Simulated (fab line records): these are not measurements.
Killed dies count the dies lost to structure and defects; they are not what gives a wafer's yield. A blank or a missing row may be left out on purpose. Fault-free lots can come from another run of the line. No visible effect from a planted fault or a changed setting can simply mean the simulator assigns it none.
Problem report, 8D (eight disciplines) form, completed by code | flow n5 finfet | the parts of the form that need people (team, actions taken, sign-off) are left out

1. THE ISSUE
Wafers without a fault read 14, standard deviation 5.2; killed_at_M4_up at N5_PASSIVATION_PROBE_49 reads a mean of 1097 on 6 wafers belonging to 2 lots. That is +99 or more standard deviations from the usual mean.
Earliest sighting: wafer L241.2 on prober-01 at day 13 04:42. The record has a number at this step for 6 wafers belonging to 2 lots. The rule behind "out" and "out of limits": a value lying over 4 standard deviations away from the usual mean. All remaining wafers that have a number are taken as sound.

2. WHAT IT IS AND WHAT IT IS NOT
question                    | is                                                                                                                  | is not
which readings at this step | killed_at_M4_up, defect limited yield, killed dies, killed on rim, sort_bin_5_function, sort n pass, sort yield pct | killed_at_M0_to_M3, killed at contacts, killed at other, killed open, sort_bin_6_memory
which lots                  | L241, L242                                                                                                          | -
which wafers of those lots  | all that have a number                                                                                              | -
read on which tools         | prober-01                                                                                                           | -
when                        | from day 13 04:42                                                                                                   | up to then (0 sound wafers)

3. THE SUSPECTS, EACH WITH WHAT RULES IT OUT
Counting: a tool stays on the suspect list if, at a process step up to the reading, it processed all lots that are out and no sound lot following the first of them.
- rie diel-02 at N5_BEOL_M12_ETCH_67 (etches SiARC in CF4, target depth 143 nm, time 238.3 s): kept. It ran every lot that is out, first L241 (day 11 11:59), and no sound lot after that.
- prober-01 at N5_PASSIVATION_PROBE_49: kept. It ran every lot that is out, first L241 (day 13 04:42), and no sound lot after that. Out on those wafers are its own readings of defect limited yield, killed_at_M4_up, killed dies, killed on rim, sort_bin_5_function, sort n pass, sort yield pct.
What counting leaves: rie diel-02 at N5_BEOL_M12_ETCH_67 and prober-01 at N5_PASSIVATION_PROBE_49.

4. THE CAUSE (what the simulator had put in)
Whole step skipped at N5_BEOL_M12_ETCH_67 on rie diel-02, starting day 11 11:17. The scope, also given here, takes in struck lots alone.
After counting, 2 suspects remain, this tool included.

5. THE CHAIN OF EFFECTS, in route order
One row per reading whose mean, taken over the struck wafers that have a number, lies over 3 standard deviations from the usual. Scope: only readings with a usual standard deviation given in the record; hours: median across lots of the time from each lot's start at the first step in this table that gives one to its start at this step; sigmas: change in usual standard deviations.
hours | step                    | reading              | usual  | on struck wafers | change | sigmas
0     | N5_PASSIVATION_PROBE_49 | defect limited yield | 91.5 % | 0.0              | -91.5  | -61
0     | N5_PASSIVATION_PROBE_49 | killed_at_M4_up      | 14     | 1097             | +1083  | +99 or more
0     | N5_PASSIVATION_PROBE_49 | killed dies          | 100    | 1180             | +1080  | +60
0     | N5_PASSIVATION_PROBE_49 | killed on rim        | 13     | 152              | +139   | +34
0     | N5_PASSIVATION_PROBE_49 | sort_bin_5_function  | 5.0 %  | 96.9             | +91.9  | +92
0     | N5_PASSIVATION_PROBE_49 | sort n pass          | 1080   | 0                | -1080  | -60
0     | N5_PASSIVATION_PROBE_49 | sort yield pct       | 91.5 % | 0.0              | -91.5  | -61
The process steps in it:
- N5_PASSIVATION_PROBE_49
Readings that are blank on the struck wafers while sound wafers have them: bias w at N5_BEOL_M12_ETCH_67; cf4 flow sccm at N5_BEOL_M12_ETCH_67; drypump motor current A at N5_BEOL_M12_ETCH_67; etch rf on time s at N5_BEOL_M12_ETCH_67; oes product au at N5_BEOL_M12_ETCH_67; rf vpp V at N5_BEOL_M12_ETCH_67; showerhead plenum p Torr at N5_BEOL_M12_ETCH_67; throttle valve pct at N5_BEOL_M12_ETCH_67; and 1 more.

6. WHAT WOULD HAVE CAUGHT IT SOONER
First out-of-limits reading in this record: day 13 04:42, which is 41 hours after fault onset at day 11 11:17.
Between N5_BEOL_M12_ETCH_67 and N5_PASSIVATION_PROBE_49, N5_BEOL_M12_OCD_MEAS_35 gave no trench depth nm on the struck wafers, where sound wafers have one: a measuring or inspecting step that comes back empty is itself a sign.
At N5_BEOL_M12_ETCH_67 the tool's readings are blank on the struck wafers, where sound wafers have them: an empty tool record is the first sign, and it was there at once.
By day 13 04:42, every lot that is out (2) had started N5_BEOL_M12_ETCH_67 on rie diel-02. Tool hold at that time: it would have spared none of them.
